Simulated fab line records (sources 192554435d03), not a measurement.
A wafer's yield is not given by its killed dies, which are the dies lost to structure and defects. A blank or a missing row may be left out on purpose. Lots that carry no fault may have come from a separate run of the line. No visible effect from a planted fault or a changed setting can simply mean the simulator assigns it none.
Matching of chambers	flow n5 finfet	3 sister chambers for N5_BEOL_M10_CURE_71 on uv cure-01
The step cures SiCOH lowk, time 240 s. 18 wafers are shown with their chamber, then 9 later ones without.

WAFERS PAIRED WITH THEIR CHAMBERS
wafer	chamber	lamp power pct (%)	wafer_temp_C_max
L076.2	1	52.26	386.7
L076.4	1	52.30	386.1
L076.6	1	52.20	387.4
L077.3	2	52.31	387.0
L077.4	2	52.36	386.8
L077.6	2	52.34	387.4
L079.1	2	52.39	386.3
L079.4	2	52.36	386.5
L079.6	2	52.30	386.6
L080.1	0	52.25	386.7
L080.4	0	52.36	387.2
L080.6	0	52.28	386.9
L084.1	0	52.28	386.6
L084.2	0	52.25	386.6
L084.5	0	52.30	386.8
L086.1	2	52.25	385.8
L086.2	2	52.28	386.5
L086.4	2	52.35	386.1

SIGNATURES, as means of the wafers listed above
reading	chamber 0	chamber 1	chamber 2	scatter within a chamber
lamp power pct	52.2867	52.2533	52.3267	0.0443
wafer_temp_C_max	386.800	386.733	386.556	0.442
Rule: a wafer lies at a distance from a chamber equal to the root of the sum of squares, over the readings, of (its reading less the chamber's mean, divided by the reading's scatter). The wafer belongs to the nearest chamber; if the next one is less than 2 further off, it can't be placed. The scatter is the square root of a quotient: the sum, over the shown wafers, of each reading's squared deviation from its chamber's mean, divided by wafers minus chambers.

WAFERS MISSING THEIR CHAMBER
wafer	lamp power pct (%)	wafer_temp_C_max
L090.1	52.18	386.7
L090.2	52.30	387.4
L090.4	52.24	386.9
L093.3	52.40	386.5
L093.4	52.29	386.5
L093.6	52.33	386.6
L095.1	52.36	387.5
L095.3	52.35	386.8
L095.6	52.37	387.2

EACH ONE'S CHAMBER
wafer	from the rows above	in truth
L090.1	can't be placed: 1 or 0 or 2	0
L090.2	can't be placed: 0 or 1 or 2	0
L090.4	can't be placed: 1 or 0 or 2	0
L093.3	can't be placed: 2 or 0 or 1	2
L093.4	can't be placed: 0 or 2 or 1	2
L093.6	can't be placed: 2 or 0 or 1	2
L095.1	can't be placed: 2 or 0 or 1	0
L095.3	can't be placed: 2 or 0 or 1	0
L095.6	can't be placed: 2 or 0 or 1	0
0 of 9 placed correctly. Can't be placed from these rows: 9 (the true chamber is among the candidates in 9). Wrongly placed: 0.
